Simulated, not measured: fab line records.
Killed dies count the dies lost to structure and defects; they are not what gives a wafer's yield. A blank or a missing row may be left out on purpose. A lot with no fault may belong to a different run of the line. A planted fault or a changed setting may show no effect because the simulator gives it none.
Which tool was responsible?	flow n5Finfet	Sampling: 9 lots, 24 wafers, 7 of 1938 route steps

WHAT EACH GAUGE READ, for each wafer
N5_MOL_CONTACT_COAG_THK_MEAS_29. Usual: MD_CAP_THK 17.91 nm, standard deviation 0.072.
lot	measured	on	MD_CAP_THK (nm)	flag
L108	day 5 05:31	filmMetro-02	17.70 17.88 17.84	
L111	day 5 21:03	filmMetro-01	17.91 17.94 17.92	
L114	day 6 11:53	filmMetro-01	17.87 17.90 17.83	
L119	day 8 03:45	filmMetro-01	18.92 18.02	OFF
L123	day 8 19:01	filmMetro-01	18.86 17.96	OFF
L124	day 9 00:19	filmMetro-02	18.98 17.92	OFF
L127	day 9 19:12	filmMetro-01	17.88 17.82 17.88	
L130	day 10 09:09	filmMetro-02	17.85 17.91 17.95	
L131	day 10 16:33	filmMetro-01	17.95 17.97 17.95	

N5_BEOL_M4_RC_MEAS_101. Usual: DIBL_N 35.9 mV/V, standard deviation 1.3; DIBL_P 35.9 mV/V, standard deviation 1.5; IOFF_N 0.152 nA/um, standard deviation 0.023; IOFF_P 0.204 nA/um, standard deviation 0.027; ION_N 673 uA/um, standard deviation 9.2; ION_P 462 uA/um, standard deviation 6.7; SS_N 71.4 mV/dec, standard deviation 0.48; SS_P 73.2 mV/dec, standard deviation 0.55; VT_N 250.3 mV, standard deviation 2.6; VT_P -250.6 mV, standard deviation 3.
lot	measured	on	DIBL_N (mV/V)	DIBL_P (mV/V)	IOFF_N (nA/um)	IOFF_P (nA/um)	ION_N (uA/um)	ION_P (uA/um)	SS_N (mV/dec)	SS_P (mV/dec)	VT_N (mV)	VT_P (mV)	flag
L108	day 8 12:53	prober-02	35.2 37.0 37.2	35.1 38.1 37.3	0.120 0.155 0.149	0.163 0.207 0.193	662 671 659	455 468 450	70.9 71.2 71.6	72.3 72.6 73.2	255.4 251.9 250.1	-253.8 -251.8 -251.3	
L111	day 9 18:23	prober-02	36.5 35.0 36.1	37.3 36.3 37.1	0.167 0.150 0.163	0.198 0.182 0.197	677 679 680	461 452 462	70.8 71.0 71.5	74.3 73.0 73.2	249.8 252.0 248.3	-253.7 -254.3 -251.2	
L114	day 10 14:52	prober-02	36.6 37.2 36.1	35.2 36.9 34.5	0.144 0.167 0.141	0.217 0.244 0.198	665 671 659	462 464 449	71.6 72.1 71.9	73.5 74.2 72.5	252.7 248.3 253.3	-248.6 -249.5 -251.8	
L119	day 12 02:16	prober-01	35.2 32.5	36.2 33.7	0.158 0.120	0.216 0.180	679 670	469 462	71.9 70.6	72.9 72.4	250.1 252.9	-248.2 -250.1	
L123	day 12 14:05	prober-02	37.4 39.0	34.7 36.7	0.139 0.163	0.161 0.193	679 689	457 463	71.0 71.4	72.6 73.7	251.0 248.7	-255.2 -253.3	
L124	day 12 12:38	prober-02	33.7 37.4	32.6 37.8	0.112 0.179	0.168 0.235	658 677	463 469	71.3 71.4	72.2 74.2	254.1 249.8	-251.2 -248.6	
L127	day 13 17:34	prober-01	36.5 35.8 36.4	36.4 35.8 36.3	0.174 0.162 0.172	0.228 0.218 0.228	688 681 677	471 469 468	71.9 72.0 71.1	72.9 72.9 72.5	246.3 248.6 245.5	-248.1 -249.2 -247.2	
L130	day 14 19:56	prober-01	41.0 37.6 38.4	40.4 35.8 36.5	0.248 0.157 0.177	0.306 0.216 0.238	686 667 669	469 459 455	72.2 72.2 71.4	74.8 73.7 74.4	245.1 251.9 249.1	-245.4 -252.3 -249.1	
L131	day 14 22:47	prober-02	35.3 35.2 35.9	34.3 34.4 35.3	0.134 0.130 0.146	0.219 0.216 0.240	657 667 678	466 471 477	71.6 71.4 71.1	73.2 72.1 73.7	252.8 249.9 251.0	-247.0 -247.9 -244.7	

TOOL THAT RAN EACH LOT (tool first, then ch and the chambers of the sampled wafers, then the start)
lot	N5_MOL_CONTACT_COAG_PRE_CLEAN_141	N5_MOL_CONTACT_COAG_SPUTTER_130	N5_MOL_CONTACT_COAG_CMP_23	N5_MOL_CONTACT_COAG_CMP_28	N5_MOL_CONTACT_COAG_ETCH_47
L108	pvdSputter-03, day 4 21:32	pvdSputter-02, day 5 00:44	cmp-01 ch 1,2,3, day 5 00:55	cmp-04 ch 0,2,3, day 5 05:13	rieDiel-05 ch 0,1,2, day 5 07:17
L111	pvdSputter-01, day 5 14:48	pvdSputter-03, day 5 17:08	cmp-02 ch 1,2,3, day 5 17:22	cmp-02 ch 0,2,3, day 5 20:46	rieDiel-04 ch 0,2, day 5 22:51
L114	pvdSputter-02, day 6 05:58	pvdSputter-02, day 6 09:01	cmp-01 ch 0,1,2, day 6 09:14	cmp-01 ch 0,1, day 6 11:35	rieDiel-04 ch 0,2,3, day 6 14:25
L119	pvdSputter-02, day 7 22:20	pvdSputter-01, day 8 00:52	cmp-01 ch 0,2, day 8 01:07	cmp-01 ch 0,2, day 8 03:28	rieDiel-05 ch 0,1, day 8 06:09
L123	pvdSputter-03, day 8 13:32	pvdSputter-01, day 8 16:08	cmp-01 ch 2,3, day 8 16:19	cmp-01 ch 2,3, day 8 18:45	rieDiel-02 ch 0,3, day 8 23:37
L124	pvdSputter-01, day 8 16:22	pvdSputter-02, day 8 19:53	cmp-01 ch 2,3, day 8 20:06	cmp-02 ch 1,3, day 9 00:01	rieDiel-04 ch 0,2, day 9 02:23
L127	pvdSputter-01, day 9 11:55	pvdSputter-02, day 9 16:19	cmp-04 ch 0,3, day 9 16:33	cmp-01 ch 0,3, day 9 18:56	rieDiel-02 ch 0,1,3, day 9 21:08
L130	pvdSputter-02, day 10 03:26	pvdSputter-03, day 10 06:16	cmp-02 ch 0,2,3, day 10 06:28	cmp-04 ch 0,2,3, day 10 08:52	rieDiel-02 ch 0,2,3, day 10 11:40
L131	pvdSputter-03, day 10 10:37	pvdSputter-01, day 10 13:10	cmp-04 ch 0,2, day 10 13:20	cmp-01 ch 0,2, day 10 16:17	rieDiel-04 ch 0,1, day 10 18:31
- N5_MOL_CONTACT_COAG_PRE_CLEAN_141: time 60 s.
- N5_MOL_CONTACT_COAG_SPUTTER_130: material Co, target thk 47.5 nm.
- N5_MOL_CONTACT_COAG_CMP_23: polishes, stops on SiO2, t overpolish 1.5 s, target thk 0 nm.
- N5_MOL_CONTACT_COAG_CMP_28: polishes, stops on SiNx, t overpolish 0.85 s, target thk 14.522 nm.
- N5_MOL_CONTACT_COAG_ETCH_47: etches SiNx in CH3F/O2, stops on W, target depth 27 nm.

WHAT THE TOOLS THEMSELVES READ (means of the sampled wafers that have a number; where no wafer has one, the mark that the record gives instead)
N5_MOL_CONTACT_COAG_PRE_CLEAN_141. Usual: heaterPowerW reads 459 W (standard deviation 44).
lot	tool	heaterPowerW (W)	flag
L108	pvdSputter-03	431	
L111	pvdSputter-01	450	
L114	pvdSputter-02	507	
L119	pvdSputter-02	437	
L123	pvdSputter-03	424	
L124	pvdSputter-01	435	
L127	pvdSputter-01	419	
L130	pvdSputter-02	455	
L131	pvdSputter-03	449	

N5_MOL_CONTACT_COAG_SPUTTER_130. Usual: chamberPressurePa 0.4999 Pa, standard deviation 0.001; throttleValvePct 30.0 %, standard deviation 1.2.
lot	tool	chamberPressurePa (Pa)	throttleValvePct (%)	flag
L108	pvdSputter-02	0.5008	30.7	
L111	pvdSputter-03	0.5005	30.6	
L114	pvdSputter-02	0.5003	30.8	
L119	pvdSputter-01	0.4993	29.1	
L123	pvdSputter-01	0.4991	29.9	
L124	pvdSputter-02	0.5002	30.2	
L127	pvdSputter-02	0.4996	30.0	
L130	pvdSputter-03	0.5002	30.6	
L131	pvdSputter-01	0.4996	29.8	

N5_MOL_CONTACT_COAG_CMP_23. Usual: motorCurrentA 8.0 A, standard deviation 0.66; overpolishRunS 1.500 s, standard deviation 0.0088; slurryFlowMlMin 150.0, standard deviation 0.49; timeToEndpointS 9.5 s, standard deviation 1.8.
lot	tool	motorCurrentA (A)	overpolishRunS (s)	slurryFlowMlMin	timeToEndpointS (s)	flag
L108	cmp-01	7.9	1.509	150.5	11.7	
L111	cmp-02	7.9	1.497	150.0	9.8	
L114	cmp-01	8.2	1.494	150.2	8.5	
L119	cmp-01	7.8	1.498	149.7	15.2	OFF
L123	cmp-01	7.2	1.500	150.2	15.4	OFF
L124	cmp-01	7.1	1.494	149.9	12.4	
L127	cmp-04	7.9	1.506	150.2	7.7	
L130	cmp-02	8.1	1.495	149.9	10.3	
L131	cmp-04	8.6	1.498	149.9	9.6	

N5_MOL_CONTACT_COAG_CMP_28. Usual: motorCurrentA 12.3 A, standard deviation 1.1; slurryFlowMlMin 150.0, standard deviation 0.46.
lot	tool	motorCurrentA (A)	slurryFlowMlMin	flag
L108	cmp-04	12.9	149.4	
L111	cmp-02	12.0	149.6	
L114	cmp-01	13.1	149.8	
L119	cmp-01	12.2	149.7	
L123	cmp-01	11.3	149.9	
L124	cmp-02	11.7	149.8	
L127	cmp-01	11.7	150.1	
L130	cmp-04	12.7	149.8	
L131	cmp-01	12.0	150.2	

N5_MOL_CONTACT_COAG_ETCH_47. Usual: drypumpMotorCurrentA 5.9 A, standard deviation 0.36; etchRfOnTimeS 31.1 s, standard deviation 0.42; oes_o_777_au 0.79 a.u., standard deviation 0.078; oesProductAu 0.71 a.u., standard deviation 0.07; rfVppV 298.4 V, standard deviation 2.3; showerheadPlenumPTorr 2.03 Torr, standard deviation 0.094; throttleValvePct 16.27 %, standard deviation 0.17.
lot	tool	drypumpMotorCurrentA (A)	etchRfOnTimeS (s)	oes_o_777_au (a.u.)	oesProductAu (a.u.)	rfVppV (V)	showerheadPlenumPTorr (Torr)	throttleValvePct (%)	flag
L108	rieDiel-05	5.6	31.2	0.74	0.67	298.2	1.94	16.41	
L111	rieDiel-04	6.3	30.7	0.92	0.82	297.7	2.07	16.14	
L114	rieDiel-04	6.2	30.7	0.84	0.76	298.5	2.02	16.22	
L119	rieDiel-05	5.5	32.5	0.76	0.68	298.4	1.97	16.34	OFF
L123	rieDiel-02	5.6	31.8	0.79	0.71	297.9	2.09	16.11	
L124	rieDiel-04	6.2	31.6	0.87	0.78	297.1	2.04	16.25	
L127	rieDiel-02	5.6	31.4	0.78	0.70	299.3	2.10	16.19	
L130	rieDiel-02	5.9	31.2	0.83	0.75	298.8	2.04	16.11	
L131	rieDiel-04	6.3	30.9	0.81	0.73	295.6	2.04	16.16	

THE ANSWER, worked out from the rows above alone
Rule: take the mean of a lot's wafers that have a number; if it is more than 3 standard deviations from the usual mean, the lot is off. Also off: a lot with no number at a reading for which 4 or more lots have one. Where the step has rows for the other lots, those lots are counted as sound. First the gauges in route order, then the tools' own readings, where a lot's mean is used as printed above. The first step at which some lot is off is used, and at that step the reading that is off furthest; a lot without a number counts as furthest.
Off: L119, L123, L124, seen at N5_MOL_CONTACT_COAG_THK_MEAS_29 (MD_CAP_THK).
If a tool, at a process step before that reading, ran all the lots that are off and no sound lot after the first of them, it fits. Gauges at N5_MOL_CONTACT_COAG_THK_MEAS_29: tried the same way as those tools. One fits: N5_MOL_CONTACT_COAG_CMP_23 on cmp-01. A fault onset in the window from L114 (day 6 09:14, its last sound lot) to L119 (day 8 01:07, its first lot off) fits.

WHAT HAD BEEN PUT IN BY THE SIMULATOR
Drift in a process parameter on cmp-01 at N5_MOL_CONTACT_COAG_CMP_23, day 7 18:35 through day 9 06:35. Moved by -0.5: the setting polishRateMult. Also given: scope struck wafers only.
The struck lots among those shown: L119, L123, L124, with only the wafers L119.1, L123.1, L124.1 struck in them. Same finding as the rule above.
